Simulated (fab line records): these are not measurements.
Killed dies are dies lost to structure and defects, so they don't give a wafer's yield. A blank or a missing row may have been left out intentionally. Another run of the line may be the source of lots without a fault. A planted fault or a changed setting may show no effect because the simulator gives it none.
Matching of chambers    flow nand-harc    NHARC_A_STAIRCASE_ETCH_253 on rie-diel-09: 4 sister chambers
The step etches the open film in C4F8/O2, target depth 50 nm, time 20.2 s. 8 wafers are shown with their chamber, then 11 later ones without.

== EACH WAFER AND ITS CHAMBER ==
wafer   chamber  rf-vpp-V (V)  oes-product-au (a.u.)
L079.4  2        904           0.983
L081.1  1        898           0.972
L081.4  2        906           0.955
L084.5  3        896           0.987
L085.1  0        888           0.962
L085.2  1        897           0.960
L085.3  3        896           0.976
L086.3  0        890           0.908

== WAFERS MISSING THEIR CHAMBER ==
wafer   rf-vpp-V (V)  oes-product-au (a.u.)
L086.4  897           0.932
L086.6  906           0.929
L088.2  897           0.985
L088.4  887           0.980
L088.5  897           1.005
L089.2  888           0.960
L089.4  898           0.969
L089.5  903           0.958
L096.1  896           0.973
L096.2  886           0.980
L096.3  896           0.957

== EACH ONE'S CHAMBER ==
wafer   from the rows above      in truth
L086.4  can't be placed: 1 or 3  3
L086.6  2                        2
L088.2  can't be placed: 3 or 1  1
L088.4  0                        0
L088.5  can't be placed: 3 or 1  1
L089.2  0                        0
L089.4  can't be placed: 1 or 3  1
L089.5  2                        2
L096.1  can't be placed: 3 or 1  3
L096.2  0                        0
L096.3  can't be placed: 3 or 1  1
Correctly placed: 5 of 11. These rows do not allow placing 6 (true chamber among the candidates in 6). Placed wrongly: 0.
How it was worked out, from the rows above alone: a wafer's distance from a chamber is the root of the sum, over the readings, of the square of ((its reading less the chamber's mean) divided by the reading's scatter). The wafer belongs to the nearest chamber; if the next one is less than 2 further off, it can't be placed. A chamber's mean is the mean of its shown wafers. The scatter: take each reading less its chamber's mean, square it, sum over the shown wafers, divide by the number of wafers less the number of chambers, and take the root.
